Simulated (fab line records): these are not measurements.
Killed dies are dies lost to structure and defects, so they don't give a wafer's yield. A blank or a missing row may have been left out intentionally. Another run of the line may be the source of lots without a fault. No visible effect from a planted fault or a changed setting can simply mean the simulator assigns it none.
The tool behind it: which one? || flow n5_finfet || Sampling: 12 lots, 36 wafers, 5 of 1938 route steps

WHAT THE GAUGES READ, wafer by wafer
The record holds no reading of a measuring or inspecting step that can be judged against a usual standard deviation.

WHICH TOOL RAN EACH LOT (tool, then ch and the chambers of the sampled wafers, then the start)
{"lot": "L220", "N5_WELL_APT_EPI_41": "epi_rpcvd-04 ch 0, day 1 16:43", "N5_PMOS_HMC_CHANNEL_EPI_HM_DEP_34": "pecvd-02 ch 0,1,2, day 1 17:35", "N5_PMOS_HMC_CHANNEL_EPI_CMP_21": "cmp-01 ch 0,2,3, day 1 20:11", "N5_FIN_SAQP_ALD_61": "ald_sin-04 ch 1,2, day 1 21:18", "N5_PASSIVATION_PROBE_49": "prober-02, day 12 02:49"}
{"lot": "L221", "N5_WELL_APT_EPI_41": "epi_rpcvd-01 ch 0, day 1 21:57", "N5_PMOS_HMC_CHANNEL_EPI_HM_DEP_34": "pecvd-02 ch 0,1,2, day 1 22:37", "N5_PMOS_HMC_CHANNEL_EPI_CMP_21": "cmp-01 ch 1,2,3, day 2 01:02", "N5_FIN_SAQP_ALD_61": "ald_sin-03 ch 0,1,2, day 2 02:16", "N5_PASSIVATION_PROBE_49": "prober-02, day 12 14:24"}
{"lot": "L223", "N5_WELL_APT_EPI_41": "epi_rpcvd-04 ch 0, day 2 10:11", "N5_PMOS_HMC_CHANNEL_EPI_HM_DEP_34": "pecvd-03 ch 0,1, day 2 10:56", "N5_PMOS_HMC_CHANNEL_EPI_CMP_21": "cmp-01 ch 0,1,2, day 2 13:23", "N5_FIN_SAQP_ALD_61": "ald_sin-02 ch 0,2,3, day 2 14:24", "N5_PASSIVATION_PROBE_49": "prober-01, day 12 20:53"}
{"lot": "L228", "N5_WELL_APT_EPI_41": "epi_rpcvd-02 ch 0, day 3 17:56", "N5_PMOS_HMC_CHANNEL_EPI_HM_DEP_34": "pecvd-02 ch 0,1, day 3 18:49", "N5_PMOS_HMC_CHANNEL_EPI_CMP_21": "cmp-02 ch 0,2,3, day 3 21:45", "N5_FIN_SAQP_ALD_61": "ald_sin-02 ch 0,1,3, day 3 22:44", "N5_PASSIVATION_PROBE_49": "prober-02, day 14 18:21"}
{"lot": "L229", "N5_WELL_APT_EPI_41": "epi_rpcvd-04 ch 0, day 3 22:38", "N5_PMOS_HMC_CHANNEL_EPI_HM_DEP_34": "pecvd-04 ch 0,1, day 3 23:22", "N5_PMOS_HMC_CHANNEL_EPI_CMP_21": "cmp-04 ch 0,2,3, day 4 02:41", "N5_FIN_SAQP_ALD_61": "ald_sin-03 ch 0,3, day 4 03:39", "N5_PASSIVATION_PROBE_49": "prober-02, day 14 19:37"}
{"lot": "L230", "N5_WELL_APT_EPI_41": "epi_rpcvd-01 ch 0, day 4 03:52", "N5_PMOS_HMC_CHANNEL_EPI_HM_DEP_34": "pecvd-03 ch 0,2, day 4 04:44", "N5_PMOS_HMC_CHANNEL_EPI_CMP_21": "cmp-02 ch 1,2, day 4 07:43", "N5_FIN_SAQP_ALD_61": "ald_sin-02 ch 0,2, day 4 08:44", "N5_PASSIVATION_PROBE_49": "prober-01, day 14 17:10"}
{"lot": "L231", "N5_WELL_APT_EPI_41": "epi_rpcvd-04 ch 0, day 4 11:14", "N5_PMOS_HMC_CHANNEL_EPI_HM_DEP_34": "pecvd-04 ch 0,2, day 4 11:55", "N5_PMOS_HMC_CHANNEL_EPI_CMP_21": "cmp-01 ch 1,2, day 4 16:17", "N5_FIN_SAQP_ALD_61": "ald_sin-03 ch 0,2,3, day 4 17:33", "N5_PASSIVATION_PROBE_49": "prober-01, day 15 07:29"}
{"lot": "L232", "N5_WELL_APT_EPI_41": "epi_rpcvd-04 ch 0, day 4 16:28", "N5_PMOS_HMC_CHANNEL_EPI_HM_DEP_34": "pecvd-02 ch 0,1,2, day 4 17:08", "N5_PMOS_HMC_CHANNEL_EPI_CMP_21": "cmp-04 ch 0,2,3, day 4 19:51", "N5_FIN_SAQP_ALD_61": "ald_sin-03 ch 0,2,3, day 4 23:23", "N5_PASSIVATION_PROBE_49": "prober-01, day 16 02:07"}
{"lot": "L235", "N5_WELL_APT_EPI_41": "epi_rpcvd-01 ch 0, day 5 10:53", "N5_PMOS_HMC_CHANNEL_EPI_HM_DEP_34": "pecvd-04 ch 0,1,2, day 5 11:46", "N5_PMOS_HMC_CHANNEL_EPI_CMP_21": "cmp-02 ch 0,1,3, day 5 14:26", "N5_FIN_SAQP_ALD_61": "ald_sin-04 ch 0,2,3, day 5 16:52", "N5_PASSIVATION_PROBE_49": "prober-01, day 15 22:50"}
{"lot": "L240", "N5_WELL_APT_EPI_41": "epi_rpcvd-04 ch 0, day 6 16:17", "N5_PMOS_HMC_CHANNEL_EPI_HM_DEP_34": "pecvd-02 ch 0,2, day 6 16:57", "N5_PMOS_HMC_CHANNEL_EPI_CMP_21": "cmp-04 ch 0,2,3, day 6 19:53", "N5_FIN_SAQP_ALD_61": "ald_sin-02 ch 2,3, day 6 20:56", "N5_PASSIVATION_PROBE_49": "prober-02, day 18 01:38"}
{"lot": "L241", "N5_WELL_APT_EPI_41": "epi_rpcvd-01 ch 0, day 6 22:57", "N5_PMOS_HMC_CHANNEL_EPI_HM_DEP_34": "pecvd-03 ch 0,1, day 6 23:58", "N5_PMOS_HMC_CHANNEL_EPI_CMP_21": "cmp-01 ch 0,1,2, day 7 03:23", "N5_FIN_SAQP_ALD_61": "ald_sin-03 ch 1,2, day 7 04:24", "N5_PASSIVATION_PROBE_49": "prober-01, day 18 03:04"}
{"lot": "L243", "N5_WELL_APT_EPI_41": "epi_rpcvd-01 ch 0, day 7 10:16", "N5_PMOS_HMC_CHANNEL_EPI_HM_DEP_34": "pecvd-02 ch 0,1,2, day 7 11:10", "N5_PMOS_HMC_CHANNEL_EPI_CMP_21": "cmp-02 ch 0,1,2, day 7 16:05", "N5_FIN_SAQP_ALD_61": "ald_sin-04 ch 0,2,3, day 7 17:47", "N5_PASSIVATION_PROBE_49": "prober-02, day 18 02:57"}
- N5_WELL_APT_EPI_41: deposits Si from SiH4/H2, target thk 50 nm, time 297.7 s.
- N5_PMOS_HMC_CHANNEL_EPI_HM_DEP_34: deposits SiO2 from TEOS/O2, target thk 36 nm, time 6.9 s.
- N5_PMOS_HMC_CHANNEL_EPI_CMP_21: polishes SiGe30, target thk 54 nm.
- N5_FIN_SAQP_ALD_61: deposits SiO2, target thk 4 nm, pulse time 1 s, purge time 2 s.
- N5_PASSIVATION_PROBE_49

WHAT THE TOOLS THEMSELVES READ (means of the sampled wafers that have a number; where no wafer has one, the mark that the record gives instead)
N5_WELL_APT_EPI_41. Usual: chamber_pressure_Torr 20.00 Torr, standard deviation 0.044; throttle_valve_pct 11.2 %, standard deviation 0.61.
{"lot": "L220", "tool": "epi_rpcvd-04", "chamber_pressure_Torr (Torr)": 19.98, "throttle_valve_pct (%)": 11.8, "flag": ""}
{"lot": "L221", "tool": "epi_rpcvd-01", "chamber_pressure_Torr (Torr)": 19.98, "throttle_valve_pct (%)": 10.6, "flag": ""}
{"lot": "L223", "tool": "epi_rpcvd-04", "chamber_pressure_Torr (Torr)": 20.01, "throttle_valve_pct (%)": 11.9, "flag": ""}
{"lot": "L228", "tool": "epi_rpcvd-02", "chamber_pressure_Torr (Torr)": 20.00, "throttle_valve_pct (%)": 11.1, "flag": ""}
{"lot": "L229", "tool": "epi_rpcvd-04", "chamber_pressure_Torr (Torr)": 20.02, "throttle_valve_pct (%)": 11.9, "flag": ""}
{"lot": "L230", "tool": "epi_rpcvd-01", "chamber_pressure_Torr (Torr)": 20.02, "throttle_valve_pct (%)": 10.6, "flag": ""}
{"lot": "L231", "tool": "epi_rpcvd-04", "chamber_pressure_Torr (Torr)": 19.98, "throttle_valve_pct (%)": 11.9, "flag": ""}
{"lot": "L232", "tool": "epi_rpcvd-04", "chamber_pressure_Torr (Torr)": 19.94, "throttle_valve_pct (%)": 11.9, "flag": ""}
{"lot": "L235", "tool": "epi_rpcvd-01", "chamber_pressure_Torr (Torr)": 20.00, "throttle_valve_pct (%)": 10.7, "flag": ""}
{"lot": "L240", "tool": "epi_rpcvd-04", "chamber_pressure_Torr (Torr)": 20.04, "throttle_valve_pct (%)": 11.8, "flag": ""}
{"lot": "L241", "tool": "epi_rpcvd-01", "chamber_pressure_Torr (Torr)": 20.00, "throttle_valve_pct (%)": 10.6, "flag": ""}
{"lot": "L243", "tool": "epi_rpcvd-01", "chamber_pressure_Torr (Torr)": 19.96, "throttle_valve_pct (%)": 10.6, "flag": ""}

N5_PMOS_HMC_CHANNEL_EPI_HM_DEP_34. Usual: chamber_pressure_Torr 6.500 Torr, standard deviation 0.016; heater_power_w 566 W, standard deviation 150; showerhead_plenum_p_Torr 8.35 Torr, standard deviation 0.042; throttle_valve_pct 18.2 %, standard deviation 0.91.
{"lot": "L220", "tool": "pecvd-02", "chamber_pressure_Torr (Torr)": 6.509, "heater_power_w (W)": 546, "showerhead_plenum_p_Torr (Torr)": 8.38, "throttle_valve_pct (%)": 17.9, "flag": ""}
{"lot": "L221", "tool": "pecvd-02", "chamber_pressure_Torr (Torr)": 6.489, "heater_power_w (W)": 544, "showerhead_plenum_p_Torr (Torr)": 8.36, "throttle_valve_pct (%)": 18.0, "flag": ""}
{"lot": "L223", "tool": "pecvd-03", "chamber_pressure_Torr (Torr)": 6.502, "heater_power_w (W)": 651, "showerhead_plenum_p_Torr (Torr)": 8.34, "throttle_valve_pct (%)": 19.1, "flag": ""}
{"lot": "L228", "tool": "pecvd-02", "chamber_pressure_Torr (Torr)": 6.495, "heater_power_w (W)": 491, "showerhead_plenum_p_Torr (Torr)": 8.37, "throttle_valve_pct (%)": 18.9, "flag": ""}
{"lot": "L229", "tool": "pecvd-04", "chamber_pressure_Torr (Torr)": 6.501, "heater_power_w (W)": 598, "showerhead_plenum_p_Torr (Torr)": 8.38, "throttle_valve_pct (%)": 18.0, "flag": ""}
{"lot": "L230", "tool": "pecvd-03", "chamber_pressure_Torr (Torr)": 6.514, "heater_power_w (W)": 685, "showerhead_plenum_p_Torr (Torr)": 8.36, "throttle_valve_pct (%)": 17.7, "flag": ""}
{"lot": "L231", "tool": "pecvd-04", "chamber_pressure_Torr (Torr)": 6.490, "heater_power_w (W)": 329, "showerhead_plenum_p_Torr (Torr)": 8.33, "throttle_valve_pct (%)": 17.8, "flag": ""}
{"lot": "L232", "tool": "pecvd-02", "chamber_pressure_Torr (Torr)": 6.505, "heater_power_w (W)": 563, "showerhead_plenum_p_Torr (Torr)": 8.37, "throttle_valve_pct (%)": 18.0, "flag": ""}
{"lot": "L235", "tool": "pecvd-04", "chamber_pressure_Torr (Torr)": 6.496, "heater_power_w (W)": 471, "showerhead_plenum_p_Torr (Torr)": 8.32, "throttle_valve_pct (%)": 17.8, "flag": ""}
{"lot": "L240", "tool": "pecvd-02", "chamber_pressure_Torr (Torr)": 6.512, "heater_power_w (W)": 655, "showerhead_plenum_p_Torr (Torr)": 8.37, "throttle_valve_pct (%)": 17.3, "flag": ""}
{"lot": "L241", "tool": "pecvd-03", "chamber_pressure_Torr (Torr)": 6.507, "heater_power_w (W)": 620, "showerhead_plenum_p_Torr (Torr)": 8.35, "throttle_valve_pct (%)": 19.0, "flag": ""}
{"lot": "L243", "tool": "pecvd-02", "chamber_pressure_Torr (Torr)": 6.506, "heater_power_w (W)": 527, "showerhead_plenum_p_Torr (Torr)": 8.38, "throttle_valve_pct (%)": 18.1, "flag": ""}

N5_PMOS_HMC_CHANNEL_EPI_CMP_21. Usual: motor_current_A at 12.5 A, with a standard deviation of 1.3.
{"lot": "L220", "tool": "cmp-01", "motor_current_A (A)": 11.7, "flag": ""}
{"lot": "L221", "tool": "cmp-01", "motor_current_A (A)": 11.0, "flag": ""}
{"lot": "L223", "tool": "cmp-01", "motor_current_A (A)": 11.7, "flag": ""}
{"lot": "L228", "tool": "cmp-02", "motor_current_A (A)": 14.0, "flag": ""}
{"lot": "L229", "tool": "cmp-04", "motor_current_A (A)": 11.8, "flag": ""}
{"lot": "L230", "tool": "cmp-02", "motor_current_A (A)": 12.9, "flag": ""}
{"lot": "L231", "tool": "cmp-01", "motor_current_A (A)": 11.3, "flag": ""}
{"lot": "L232", "tool": "cmp-04", "motor_current_A (A)": 12.5, "flag": ""}
{"lot": "L235", "tool": "cmp-02", "motor_current_A (A)": 13.2, "flag": ""}
{"lot": "L240", "tool": "cmp-04", "motor_current_A (A)": 12.2, "flag": ""}
{"lot": "L241", "tool": "cmp-01", "motor_current_A (A)": 10.9, "flag": ""}
{"lot": "L243", "tool": "cmp-02", "motor_current_A (A)": 13.1, "flag": ""}

N5_FIN_SAQP_ALD_61. Usual: chamber_pressure_Torr 2.000 Torr, standard deviation 0.0038; heater_power_w 472 W, standard deviation 39; precursor_pulse_height_rel 1.001, standard deviation 0.021.
{"lot": "L220", "tool": "ald_sin-04", "chamber_pressure_Torr (Torr)": 1.997, "heater_power_w (W)": 471, "precursor_pulse_height_rel": 1.010, "flag": ""}
{"lot": "L221", "tool": "ald_sin-03", "chamber_pressure_Torr (Torr)": 1.994, "heater_power_w (W)": 471, "precursor_pulse_height_rel": 0.992, "flag": ""}
{"lot": "L223", "tool": "ald_sin-02", "chamber_pressure_Torr (Torr)": 2.004, "heater_power_w (W)": 431, "precursor_pulse_height_rel": 1.007, "flag": ""}
{"lot": "L228", "tool": "ald_sin-02", "chamber_pressure_Torr (Torr)": 2.003, "heater_power_w (W)": 445, "precursor_pulse_height_rel": 0.991, "flag": ""}
{"lot": "L229", "tool": "ald_sin-03", "chamber_pressure_Torr (Torr)": 2.001, "heater_power_w (W)": 482, "precursor_pulse_height_rel": 0.995, "flag": ""}
{"lot": "L230", "tool": "ald_sin-02", "chamber_pressure_Torr (Torr)": 2.005, "heater_power_w (W)": 439, "precursor_pulse_height_rel": 0.991, "flag": ""}
{"lot": "L231", "tool": "ald_sin-03", "chamber_pressure_Torr (Torr)": 2.002, "heater_power_w (W)": 479, "precursor_pulse_height_rel": 1.004, "flag": ""}
{"lot": "L232", "tool": "ald_sin-03", "chamber_pressure_Torr (Torr)": 2.001, "heater_power_w (W)": 480, "precursor_pulse_height_rel": 0.989, "flag": ""}
{"lot": "L235", "tool": "ald_sin-04", "chamber_pressure_Torr (Torr)": 1.997, "heater_power_w (W)": 466, "precursor_pulse_height_rel": 0.994, "flag": ""}
{"lot": "L240", "tool": "ald_sin-02", "chamber_pressure_Torr (Torr)": 2.001, "heater_power_w (W)": 429, "precursor_pulse_height_rel": 1.011, "flag": ""}
{"lot": "L241", "tool": "ald_sin-03", "chamber_pressure_Torr (Torr)": 2.000, "heater_power_w (W)": 501, "precursor_pulse_height_rel": 1.013, "flag": ""}
{"lot": "L243", "tool": "ald_sin-04", "chamber_pressure_Torr (Torr)": 2.005, "heater_power_w (W)": 464, "precursor_pulse_height_rel": 1.009, "flag": ""}

N5_PASSIVATION_PROBE_49. Usual: killed_at_M0_to_M3 34, standard deviation 11; killed_at_M4_up 14, standard deviation 5.7; killed_at_contacts 14, standard deviation 6.9; killed_at_front_end 40, standard deviation 11; killed_at_other 4, standard deviation 3.1; killed_dies 105, standard deviation 17; killed_open 70, standard deviation 13; killed_short 34, standard deviation 7.6.
{"lot": "L220", "tool": "prober-02", "killed_at_M0_to_M3": 33, "killed_at_M4_up": 15, "killed_at_contacts": 13, "killed_at_front_end": 39, "killed_at_other": 4, "killed_dies": 105, "killed_open": 66, "killed_short": 38, "flag": ""}
{"lot": "L221", "tool": "prober-02", "killed_at_M0_to_M3": 27, "killed_at_M4_up": 12, "killed_at_contacts": 17, "killed_at_front_end": 43, "killed_at_other": 2, "killed_dies": 100, "killed_open": 66, "killed_short": 32, "flag": ""}
{"lot": "L223", "tool": "prober-01", "killed_at_M0_to_M3": 47, "killed_at_M4_up": 19, "killed_at_contacts": 5, "killed_at_front_end": 40, "killed_at_other": 2, "killed_dies": 113, "killed_open": 73, "killed_short": 36, "flag": ""}
{"lot": "L228", "tool": "prober-02", "killed_at_M0_to_M3": 35, "killed_at_M4_up": 11, "killed_at_contacts": 17, "killed_at_front_end": 44, "killed_at_other": 8, "killed_dies": 116, "killed_open": 80, "killed_short": 36, "flag": ""}
{"lot": "L229", "tool": "prober-02", "killed_at_M0_to_M3": 38, "killed_at_M4_up": 14, "killed_at_contacts": 25, "killed_at_front_end": 42, "killed_at_other": 6, "killed_dies": 125, "killed_open": 92, "killed_short": 32, "flag": ""}
{"lot": "L230", "tool": "prober-01", "killed_at_M0_to_M3": 34, "killed_at_M4_up": 12, "killed_at_contacts": 11, "killed_at_front_end": 38, "killed_at_other": 2, "killed_dies": 97, "killed_open": 69, "killed_short": 26, "flag": ""}
{"lot": "L231", "tool": "prober-01", "killed_at_M0_to_M3": 31, "killed_at_M4_up": 9, "killed_at_contacts": 17, "killed_at_front_end": 44, "killed_at_other": 5, "killed_dies": 106, "killed_open": 70, "killed_short": 36, "flag": ""}
{"lot": "L232", "tool": "prober-01", "killed_at_M0_to_M3": 40, "killed_at_M4_up": 12, "killed_at_contacts": 10, "killed_at_front_end": 31, "killed_at_other": 2, "killed_dies": 96, "killed_open": 68, "killed_short": 26, "flag": ""}
{"lot": "L235", "tool": "prober-01", "killed_at_M0_to_M3": 31, "killed_at_M4_up": 15, "killed_at_contacts": 8, "killed_at_front_end": 32, "killed_at_other": 2, "killed_dies": 87, "killed_open": 56, "killed_short": 31, "flag": ""}
{"lot": "L240", "tool": "prober-02", "killed_at_M0_to_M3": 55, "killed_at_M4_up": 10, "killed_at_contacts": 11, "killed_at_front_end": 33, "killed_at_other": 7, "killed_dies": 116, "killed_open": 78, "killed_short": 37, "flag": ""}
{"lot": "L241", "tool": "prober-01", "killed_at_M0_to_M3": 32, "killed_at_M4_up": 7, "killed_at_contacts": 23, "killed_at_front_end": 43, "killed_at_other": 6, "killed_dies": 111, "killed_open": 77, "killed_short": 33, "flag": ""}
{"lot": "L243", "tool": "prober-02", "killed_at_M0_to_M3": 33, "killed_at_M4_up": 16, "killed_at_contacts": 16, "killed_at_front_end": 46, "killed_at_other": 1, "killed_dies": 112, "killed_open": 75, "killed_short": 35, "flag": ""}

THE ANSWER, worked out from the rows above alone
Rule: take the mean of a lot's wafers that have a number; if it is more than 3 standard deviations from the usual mean, the lot is off. Also off: a lot with no number at a reading for which 4 or more lots have one. The other lots that the step has rows for count as sound. The gauges are gone through in route order, then the tools' own readings, and for those a lot's mean is taken as printed above. The first step at which some lot is off is used, and at that step the reading that is off furthest; a lot without a number counts as furthest.
No lot is off at any reading shown: from this, nothing can be told.

WHAT HAD BEEN PUT IN BY THE SIMULATOR
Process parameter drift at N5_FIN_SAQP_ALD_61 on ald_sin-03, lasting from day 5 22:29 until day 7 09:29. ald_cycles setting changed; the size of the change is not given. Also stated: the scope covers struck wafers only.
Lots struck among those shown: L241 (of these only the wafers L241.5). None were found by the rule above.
